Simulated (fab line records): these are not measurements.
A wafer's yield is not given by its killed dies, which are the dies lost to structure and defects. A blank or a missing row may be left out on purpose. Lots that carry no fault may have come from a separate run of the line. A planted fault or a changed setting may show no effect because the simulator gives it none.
Matching of chambers :: flow n5-finfet :: N5_FIN_SAQP_HM_OPEN_73 on rie-diel-02: 4 sister chambers
The step chemistry CHF3/O2, target SiO2, stops on a-Si, target depth 12 nm, time 16.8 s. 14 wafers are shown with their chamber, then 7 later ones without.

== WAFERS, EACH WITH ITS CHAMBER ==
wafer: L075.1
chamber: 1
drypump-motor-current-A (A): 5.2
rf-vpp-V (V): 523
showerhead-plenum-p-Torr (Torr): 2.46

wafer: L075.3
chamber: 2
drypump-motor-current-A (A): 6.2
rf-vpp-V (V): 509
showerhead-plenum-p-Torr (Torr): 2.54

wafer: L075.5
chamber: 2
drypump-motor-current-A (A): 6.2
rf-vpp-V (V): 510
showerhead-plenum-p-Torr (Torr): 2.54

wafer: L077.2
chamber: 0
drypump-motor-current-A (A): 5.8
rf-vpp-V (V): 541
showerhead-plenum-p-Torr (Torr): 2.32

wafer: L077.3
chamber: 2
drypump-motor-current-A (A): 6.2
rf-vpp-V (V): 508
showerhead-plenum-p-Torr (Torr): 2.54

wafer: L077.6
chamber: 2
drypump-motor-current-A (A): 6.2
rf-vpp-V (V): 509
showerhead-plenum-p-Torr (Torr): 2.54

wafer: L088.1
chamber: 3
drypump-motor-current-A (A): 5.7
rf-vpp-V (V): 543
showerhead-plenum-p-Torr (Torr): 2.47

wafer: L088.3
chamber: 0
drypump-motor-current-A (A): 5.8
rf-vpp-V (V): 541
showerhead-plenum-p-Torr (Torr): 2.31

wafer: L088.4
chamber: 2
drypump-motor-current-A (A): 6.2
rf-vpp-V (V): 508
showerhead-plenum-p-Torr (Torr): 2.53

wafer: L090.1
chamber: 1
drypump-motor-current-A (A): 5.2
rf-vpp-V (V): 524
showerhead-plenum-p-Torr (Torr): 2.44

wafer: L090.3
chamber: 0
drypump-motor-current-A (A): 5.8
rf-vpp-V (V): 541
showerhead-plenum-p-Torr (Torr): 2.31

wafer: L090.5
chamber: 0
drypump-motor-current-A (A): 5.8
rf-vpp-V (V): 540
showerhead-plenum-p-Torr (Torr): 2.31

wafer: L094.3
chamber: 3
drypump-motor-current-A (A): 5.7
rf-vpp-V (V): 545
showerhead-plenum-p-Torr (Torr): 2.46

wafer: L094.5
chamber: 3
drypump-motor-current-A (A): 5.6
rf-vpp-V (V): 542
showerhead-plenum-p-Torr (Torr): 2.46

SIGNATURES (averages over the wafers above)
reading: drypump-motor-current-A
chamber 0: 5.800
chamber 1: 5.200
chamber 2: 6.200
chamber 3: 5.667
scatter within a chamber: 0.0258

reading: rf-vpp-V
chamber 0: 540.75
chamber 1: 523.50
chamber 2: 508.80
chamber 3: 543.33
scatter within a chamber: 0.934

reading: showerhead-plenum-p-Torr
chamber 0: 2.3125
chamber 1: 2.4500
chamber 2: 2.5380
chamber 3: 2.4633
scatter within a chamber: 0.00649
Rule: distance of a wafer from a chamber = root of the sum over the readings of ((wafer's reading minus chamber's mean) / reading's scatter) squared. The wafer belongs to the nearest chamber; if the next one is less than 2 further off, it can't be placed. The scatter: the root of (the sum of the squares of (reading less its chamber's mean) over the shown wafers, divided by (wafers less chambers)).

== WAFERS MISSING THEIR CHAMBER ==
wafer: L094.6
drypump-motor-current-A (A): 6.2
rf-vpp-V (V): 508
showerhead-plenum-p-Torr (Torr): 2.52

wafer: L095.1
drypump-motor-current-A (A): 5.3
rf-vpp-V (V): 522
showerhead-plenum-p-Torr (Torr): 2.44

wafer: L095.3
drypump-motor-current-A (A): 5.7
rf-vpp-V (V): 544
showerhead-plenum-p-Torr (Torr): 2.46

wafer: L095.6
drypump-motor-current-A (A): 6.2
rf-vpp-V (V): 508
showerhead-plenum-p-Torr (Torr): 2.52

wafer: L096.1
drypump-motor-current-A (A): 5.8
rf-vpp-V (V): 540
showerhead-plenum-p-Torr (Torr): 2.30

wafer: L096.4
drypump-motor-current-A (A): 5.7
rf-vpp-V (V): 544
showerhead-plenum-p-Torr (Torr): 2.46

wafer: L096.5
drypump-motor-current-A (A): 5.2
rf-vpp-V (V): 525
showerhead-plenum-p-Torr (Torr): 2.44

== THE CHAMBER EACH PASSED THROUGH ==
wafer: L094.6
from the rows above: 2
in truth: 2

wafer: L095.1
from the rows above: 1
in truth: 1

wafer: L095.3
from the rows above: 3
in truth: 3

wafer: L095.6
from the rows above: 2
in truth: 2

wafer: L096.1
from the rows above: 0
in truth: 0

wafer: L096.4
from the rows above: 3
in truth: 3

wafer: L096.5
from the rows above: 1
in truth: 1
Correct placement for 7 of the 7. From these rows, 0 cannot be placed. Number placed wrongly: 0.
